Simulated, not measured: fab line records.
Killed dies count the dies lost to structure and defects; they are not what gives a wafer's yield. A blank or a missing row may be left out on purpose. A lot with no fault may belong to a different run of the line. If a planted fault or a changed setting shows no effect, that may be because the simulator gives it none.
Struck lot and sound lot, side by side / flow nandHarc / 22 out of 1302 route steps
Sound: the wafers L984.1, L984.5, L984.6. Struck: wafers L991.3, L991.4, L991.6. The cause is named last.
Per side, at each step with rows, come the tool, then ch with its chambers, and then its first start. Under that, the readings that differ: sound wafers / struck wafers / difference of the means / sigmas: that difference in standard deviations of wafers without a fault.
alike: words and numbers the same on both sides, and readings whose means are apart by under 2 such deviations; not compared: readings that were withheld, readings missing a value for some wafer, numbers with overlapping values and no deviation given by the record, and bounds like >300 which may hide the same value.
The two part at a step that has a row with sigmas, a row that says differs or no value, or rows on one side only. When numbers do not overlap yet have no deviation, they are printed without sigmas and do not part them. A reading that every wafer of one side lacks parts them only if that side has two wafers or more.

NHARC_P_CONTACT_DEP_00: deposits SiO2, target thk 500 nm.
  sound: pecvd-01 ch 0,1,2; struck: pecvd-01 ch 0,1
  alike: heaterPowerOuterW, heaterPowerW, mfcPrecursorSccm, throttleValvePct
NHARC_P_CONTACT_CMP_01: polishes SiO2, target thk 200 nm.
  sound on cmp-01 ch 0,3, day 7 18:19; struck on cmp-02 ch 0,1,3, day 10 11:34
  alike: motorCurrentA
then, 9 steps without rows for these wafers: NHARC_P_CONTACT_SRD_03; NHARC_P_CONTACT_DEHYDRATE_04 (time 120 s); NHARC_P_CONTACT_HMDS_05 (time 30 s); NHARC_P_CONTACT_COAT_33 (time 75 s); NHARC_P_CONTACT_COAT_34 (time 65 s); NHARC_P_CONTACT_COAT_06 (resist thk 90 nm); NHARC_P_CONTACT_SOFTBAKE_07 (time 55 s); NHARC_P_CONTACT_EBR_08; NHARC_P_CONTACT_EXPOSE_09 (exposes mask P CA, target cd 90 nm).
NHARC_P_CONTACT_PEB_10: peb time 65 s.
  sound on lithoTrack-06 ch 0, day 7 19:03; struck on lithoTrack-01 ch 0, day 10 12:20
then, 1 step without rows for these wafers: NHARC_P_CONTACT_DEVELOP_11 (develop time 35 s).
NHARC_P_CONTACT_CD_MEAS_12 targets a cd of 90 nm.
  sound on cdSem-02 ch 0, day 7 19:08; struck on cdSem-01 ch 0, day 10 12:25
reading=cdNm (nm); sound=89.0 89.5 89.6; struck=92.0 91.3 92.0; difference=+2.4; sigmas=+5
NHARC_P_CONTACT_OVL_MEAS_13:
  sound: overlay-02 at day 7 19:13; struck: overlay-01 at day 10 12:30
  alike: overlayXNm, overlayYNm
NHARC_P_CONTACT_INSPECT_14:
  sound: defectInspect-02 at day 7 19:15; struck: defectInspect-01 at day 10 12:32
  alike: rawDefectCount
NHARC_P_CONTACT_DESCUM_17: chemistry O2, time 3 s.
  sound on rieDiel-12 ch 2,3, day 7 19:19; struck on rieDiel-10 ch 2,3, day 10 12:37
reading=model.P_CONTACT.cdNm (nm); sound=89.44 89.44 89.58; struck=91.87 91.32 91.6; difference=+2.11; sigmas=
  alike: drypumpMotorCurrentA, mfcArSccm, o2FlowSccm, oesProductAu, rfVppV, showerheadPlenumPTorr, throttleValvePct
  not compared: rfHoursCounterH
NHARC_P_CONTACT_ETCH_35: etches the open film in CF4, target depth 39 nm, time 65 s.
  sound on rieDiel-12 ch 0,1,3, day 7 19:25; struck on rieDiel-10 ch 0,2, day 10 12:43
  alike: drypumpMotorCurrentA, mfcArSccm, oesProductAu, rfVppV, showerheadPlenumPTorr, throttleValvePct
  not compared: rfHoursCounterH
NHARC_P_CONTACT_ETCH_36: etches the open film in N2/H2, target depth 260 nm, time 406.25 s.
  sound: rieDiel-12 ch 1,2; struck: rieDiel-10 ch 1,2
  alike: drypumpMotorCurrentA, mfcArSccm, n2FlowSccm, oesProductAu, rfVppV, showerheadPlenumPTorr, throttleValvePct
  not compared: rfHoursCounterH
NHARC_P_CONTACT_ETCH_18: etches the open film in C4F8/O2/Ar, target depth 481 nm, time 240.5 s.
  sound: rieDiel-12 ch 0,1,3; struck: rieDiel-10 ch 0,2
reading=model.P_CONTACT.cdNm (nm); sound=88.12 87.6 88.52; struck=91.39 92.46 91.99; difference=+3.87; sigmas=
  alike: oesProductAu, rfVppV
  not compared: rfHoursCounterH
then, 1 step without rows for these wafers: NHARC_P_CONTACT_STRIP_37 (strips in C4F8/O2/Ar).
-- jump in the record: it breaks off in module P_CONTACT and resumes in module END (first step shown: number 1302 of the route), and 19 days separate the struck wafers' starts before and after --
NHARC_END_SORT_01:
  the record has rows for the struck wafers here (prober-01 ch 0, day 29 21:07) and none for the sound ones

## WHERE THEY PART
Last at NHARC_END_SORT_01 as far as this record goes, first at NHARC_P_CONTACT_CD_MEAS_12.

WHY: what had been put in by the simulator
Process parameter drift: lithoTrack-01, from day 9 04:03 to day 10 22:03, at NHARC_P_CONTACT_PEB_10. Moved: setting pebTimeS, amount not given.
